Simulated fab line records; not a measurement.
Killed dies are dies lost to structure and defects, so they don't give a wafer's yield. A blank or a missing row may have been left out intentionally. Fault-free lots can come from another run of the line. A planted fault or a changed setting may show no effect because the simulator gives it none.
Split-lot experiment -- flow n5_finfet -- route with 1938 steps; 7 lots, 21 wafers read

== ABOUT THE SPLIT ==
At N5_BEOL_M11_EXPOSE_25 (exposes mask V10), the setting dose_mj was moved away from the recipe's 85.5 on 4 of the 21 wafers read, by -5.1% to +5.0%. All remaining wafers had this setting at the recipe value.

== FROM THE SPLIT TO THE READING: what the file shows between them, 2 steps ==
- N5_BEOL_M11_PEB_26: peb time 60 s
- N5_BEOL_M11_DEVELOP_27: develop time 30 s

== THE READING ==
Shown in nm: cd_nm at N5_BEOL_M11_CD_MEAS_28, with target cd 70 nm. Typical for fault-free wafers on this fab line: 69.9 nm, with standard deviation 1.3 nm.

wafer,"tool, chamber at the split",dose_mj as run,against the recipe,"cd_nm, nm",against lot-mates on the recipe
L074.2,"arfi_scanner-03, 0",85.5,recipe,71.3,-
L074.3,"arfi_scanner-03, 0",85.5,recipe,71.6,-
L074.4,"arfi_scanner-03, 0",89.78,+5.0%,75.1,+3.7
L075.2,"arfi_scanner-01, 0",85.5,recipe,70.4,-
L075.3,"arfi_scanner-01, 0",85.5,recipe,71.8,-
L075.6,"arfi_scanner-01, 0",88.16,+3.1%,72.5,+1.4
L077.1,"arfi_scanner-02, 0",85.5,recipe,68.9,-
L077.5,"arfi_scanner-02, 0",85.5,recipe,68.9,-
L077.6,"arfi_scanner-02, 0",85.5,recipe,69.2,-
L078.1,"arfi_scanner-02, 0",85.5,recipe,71.0,-
L078.3,"arfi_scanner-02, 0",85.5,recipe,68.8,-
L078.6,"arfi_scanner-02, 0",85.5,recipe,67.4,-
L088.2,"arfi_scanner-03, 0",85.5,recipe,68.3,-
L088.4,"arfi_scanner-03, 0",85.5,recipe,68.9,-
L088.5,"arfi_scanner-03, 0",85.5,recipe,67.3,-
L095.1,"arfi_scanner-01, 0",81.13,-5.1%,66.6,-4.1
L095.3,"arfi_scanner-01, 0",85.5,recipe,70.8,-
L095.5,"arfi_scanner-01, 0",85.5,recipe,70.6,-
L096.1,"arfi_scanner-02, 0",85.5,recipe,71.9,-
L096.3,"arfi_scanner-02, 0",85.5,recipe,71.5,-
L096.5,"arfi_scanner-02, 0",81.1,-5.1%,66.2,-5.5

FIT RESULTS
A straight line over all 21 wafers: cd_nm changes by +0.805 nm for each +1% of dose_mj; r = +0.77; the points scatter about the line by 1.4 nm.
The same after taking each lot's own level away (the mean of its wafers on the recipe; 21 wafers): +0.82 nm for each +1%; r = +0.91; scatter 0.79 nm.
According to that fit, moving dose_mj by its largest amount changes the reading by 4.2 nm.
The lots' own levels span 68.17 to 71.70 nm, that is 2.7 times the standard deviation above.
So the lot-to-lot level blurs the effect unless lot-mates are compared.
Check: for one of the wafers moved furthest among these (-5.1%), held out of the fit, the line's prediction against its lot-mates is -3.76 nm. Against them it came out at -5.5 nm.

== FILE'S OWN FIT ==
cd_nm changes by +0.822 nm for each +1% of dose_mj, r = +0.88.
